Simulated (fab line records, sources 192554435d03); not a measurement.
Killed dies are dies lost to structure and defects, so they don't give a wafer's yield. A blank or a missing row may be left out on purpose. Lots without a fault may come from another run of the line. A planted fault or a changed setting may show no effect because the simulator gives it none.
fab line records | flow n5_finfet
record lots=7 wafers=39
route steps=1938 shown DUMMY_GATE@228 HKMG_FIN@438 MOL_CONTACT_COAG@531 BEOL_M4@1111
start_h: hours from the record's first day to the start of the lot's first wafer shown | wait_h: hours since the lot's step before | " the same as in the row above | L1.1+2: a row that stands for several wafers | - no value, or no start given | * or withheld: withheld | < > ~ a bound
route shown NAME@n: a module of which the file shows steps, and the number in the route of the first | usual: mean/standard deviation of fault-free wafers | same: alike in all rows | chamber/n: place in a boat | sites: the reading at each site | _std_site: their standard deviation | _edge_site: outer sites' mean less inner sites' | radius_mm: how far each site lies from the wafer's centre | mask NAME#n: copy n | behind: the tool/chamber that last shaped the wafer | hold: why the lot was held/for how many hours/how that ended | device: the transistor (n, p or np) that didn't switch | end of line: the same wafers' tests at the end of the route | a step without rows: its recipe alone | killed: dies lost to structure and defects at the first sort, not the wafer's yield | map: a wafer's dies, x killed, . not, _ none there
set.NAME: the setting as run; set.NAME@STEP: as run at that earlier step | model.NAME: the simulator's own value behind a step, which no gauge read
lots whose settings were changed on purpose; a table a step, a row a wafer
## steps
# step N5_DUMMY_GATE_EXPOSE_12
# recipe mask_id=GATE na=0.33 source_shape=annular sigma_inner=0.2 sigma_outer=0.6 polarization=unpolarized target_cd_nm=25 dose_mj=34
# step N5_DUMMY_GATE_ETCH_31
# recipe chemistry=C4F6/O2 target=SiO2 mask_material=SOC target_depth_a=825 time_s=27.5 ion_energy_ev=250 pressure_mtorr=30 source_w=345 bias_w=185 Ar_flow_sccm=300 C4F6_flow_sccm=10 O2_flow_sccm=10
# step N5_DUMMY_GATE_ETCH_44
# recipe chemistry=HBr/O2 over_etch_frac=0.7 target_depth_a=1275 stop_on=SiO2 ion_energy_ev=60 bias_w=20 target=poly-Si mask_material=SiO2 pressure_mtorr=20 icp_w=400 HBr_flow_sccm=120 O2_flow_sccm=10
# step N5_HKMG_FIN_ETCH_35
# recipe chemistry=N2/H2 target=SOC target_depth_a=2158 ion_energy_ev=65 bias_w=5 source_w=3000 time_s=243.4 pressure_mtorr=30 n2_flow_sccm=200 h2_flow_sccm=200
# step N5_MOL_CONTACT_COAG_ETCH_105
# recipe chemistry=CF4 target=SiARC target_depth_a=156 mask_material=CAR-EUV time_s=26 ion_energy_ev=80 pressure_mtorr=40 source_w=545 bias_w=36 Ar_flow_sccm=100 cf4_flow_sccm=100 ends=cleared
# step N5_MOL_CONTACT_COAG_ETCH_15
# recipe chemistry=CH3F/O2 target=SiNx target_depth_a=70 mask_material=SOC stop_on=Si:P over_etch_frac=0.75 ion_energy_ev=120 pressure_mtorr=30 source_w=395 bias_w=73 Ar_flow_sccm=150 CH3F_flow_sccm=30 O2_flow_sccm=20
# step N5_MOL_CONTACT_COAG_SPUTTER_130
# recipe material=Co target_thk_a=475 temp_c=25 chamber_pressure_pa=0.5 power_w=3000
# step N5_BEOL_M4_RC_MEAS_101
# usual DIBL_N=36.4/1.6 DIBL_P=36.2/1.8 IOFF_N=0.159/0.029 IOFF_N_85C=3.1/0.48
# columns lot.wafer tool chamber start_h wait_h set.dose_mj@DUMMY_GATE_EXPOSE_12 set.target_depth_a@DUMMY_GATE_ETCH_31 set.target_depth_a@DUMMY_GATE_ETCH_44 set.source_w@HKMG_FIN_ETCH_35 set.bias_w@MOL_CONTACT_COAG_ETCH_105 set.source_w@MOL_CONTACT_COAG_ETCH_15 set.power_w@MOL_CONTACT_COAG_SPUTTER_130 DIBL_N[mV/V] DIBL_P[mV/V] IOFF_N[nA/um] IOFF_N_85C[nA/um]
L075.1 prober-02 0 185.72 0.0 34 825 1275 3000 36 395 3000 34.2 33.1 0.127 2.6
L075.4 " 0 " " 34 825 1275 3000 36 395 3000 34.0 33.5 0.120 2.4
L075.6 " 0 " " 34 825 1275 3000 36 395 3000 36.8 35.6 0.163 3.1
L074.1 prober-02 0 188.49 0.0 34 738.8 1275 3000 36 395 3000 37.5 38.4 0.175 3.5
L074.2 " 0 " " 34 825 1275 3167 36 418.2 3208 35.8 37.1 0.149 3.0
L074.3 " 0 " " 34 738.8 1185 3167 29.57 418.2 3208 35.6 37.1 0.147 3.0
L074.4 " 0 " " 34 825 1185 3000 29.57 395 3208 36.7 37.3 0.163 3.3
L074.5 " 0 " " 34 825 1185 3167 36 395 3000 36.5 37.2 0.153 3.1
L074.6 " 0 " " 34 738.8 1275 3000 29.57 418.2 3000 36.5 37.3 0.161 3.2
L080.1 prober-01 0 216.57 0.0 36.07 776.1 1126 3218 42.2 395 3000 37.3 38.1 0.176 3.4
L080.2 " 0 " " 34 776.1 1275 3000 36 395 2608 35.6 35.9 0.151 3.0
L080.3 " 0 " " 36.07 776.1 1275 3000 42.2 470.6 3000 39.0 40.2 0.222 4.1
L080.4 " 0 " " 36.07 825 1126 3218 36 395 3000 38.9 39.1 0.203 3.8
L080.5 " 0 " " 34 825 1275 3218 36 470.6 2608 37.6 38.7 0.200 3.8
L080.6 " 0 " " 34 825 1126 3000 42.2 470.6 2608 37.1 38.1 0.185 3.6
L081.1 prober-01 0 243.95 0.0 34 825 1275 3382 40.67 440.1 3000 35.2 33.9 0.121 2.5
L081.2 " 0 " " 35.43 825 1275 3382 40.67 440.1 3000 38.2 37.2 0.151 3.0
L081.3 " 0 " " 35.43 825 1275 3000 36 395 3000 41.1 41.4 0.226 4.2
L081.4 " 0 " " 34 825 1439 3382 36 395 3000 35.9 34.5 0.131 2.7
L081.5 " 0 " " 34 825 1439 3000 40.67 395 3000 37.2 36.7 0.149 2.9
L081.6 " 0 " " 35.43 825 1439 3000 36 440.1 3000 40.2 39.0 0.192 3.6
L082.1 prober-01 0 256.60 0.0 34 825 1275 2439 36 395 3000 35.4 35.6 0.146 2.9
L082.2 " 0 " " 36.09 825 1275 2439 41.69 395 3000 40.0 41.9 0.237 4.5
L082.3 " 0 " " 36.09 825 1439 3000 36 395 3000 37.7 38.6 0.182 3.5
L082.4 " 0 " " 36.09 825 1439 2439 36 395 3000 39.6 42.4 0.234 4.4
L082.5 " 0 " " 34 825 1275 3000 41.69 395 3000 34.8 35.3 0.136 2.8
L082.6 " 0 " " 34 825 1439 3000 41.69 395 3000 36.1 37.4 0.161 3.2
L089.1 prober-02 0 285.69 0.0 32.61 783.2 1275 3000 41.29 468.2 2654 34.7 33.5 0.125 2.6
L089.2 " 0 " " 34 783.2 1362 3000 41.29 395 3000 34.6 34.2 0.115 2.4
L089.3 " 0 " " 34 825 1362 2631 41.29 468.2 2654 37.7 37.0 0.168 3.3
L089.4 " 0 " " 32.61 825 1275 3000 36 468.2 3000 35.1 34.8 0.129 2.7
L089.5 " 0 " " 34 825 1275 2631 36 395 2654 36.9 36.8 0.151 3.0
L089.6 " 0 " " 32.61 783.2 1362 2631 36 395 3000 34.1 32.8 0.120 2.5
L090.1 prober-01 0 288.03 0.0 34 825 1275 3000 36 395 3000 32.9 34.3 0.119 2.4
L090.2 " 0 " " 32.47 924 1275 3276 36 395 2447 32.3 31.8 0.109 2.2
L090.3 " 0 " " 32.47 924 1115 3000 36 395 2447 32.1 31.7 0.106 2.2
L090.4 " 0 " " 32.47 825 1115 3276 36 395 3000 31.0 30.6 0.105 2.1
L090.5 " 0 " " 34 825 1115 3000 36 395 2447 36.1 37.1 0.159 3.1
L090.6 " 0 " " 34 924 1275 3276 36 395 3000 35.4 35.6 0.148 2.9
## key
split step=N5_DUMMY_GATE_EXPOSE_12 setting=dose_mj stated_as=34
response step=N5_BEOL_M4_RC_MEAS_101 reading=DIBL_N slope=+0.567 per=1% together_with=all explained=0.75
response step=N5_BEOL_M4_RC_MEAS_101 reading=DIBL_P slope=+0.677 per=1% together_with=all explained=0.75
response step=N5_BEOL_M4_RC_MEAS_101 reading=IOFF_N_85C slope=+0.131 per=1% together_with=all explained=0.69
response step=N5_BEOL_M4_RC_MEAS_101 reading=IOFF_N slope=+0.00804 per=1% together_with=all explained=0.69
split step=N5_DUMMY_GATE_ETCH_31 setting=target_depth_a stated_as=825
response none clear
split step=N5_DUMMY_GATE_ETCH_44 setting=target_depth_a stated_as=1275
response none clear
split step=N5_HKMG_FIN_ETCH_35 setting=source_w stated_as=3000
response none clear
split step=N5_MOL_CONTACT_COAG_ETCH_105 setting=bias_w stated_as=36
response none clear
split step=N5_MOL_CONTACT_COAG_ETCH_15 setting=source_w stated_as=395
response none clear
split step=N5_MOL_CONTACT_COAG_SPUTTER_130 setting=power_w stated_as=3000
response none clear
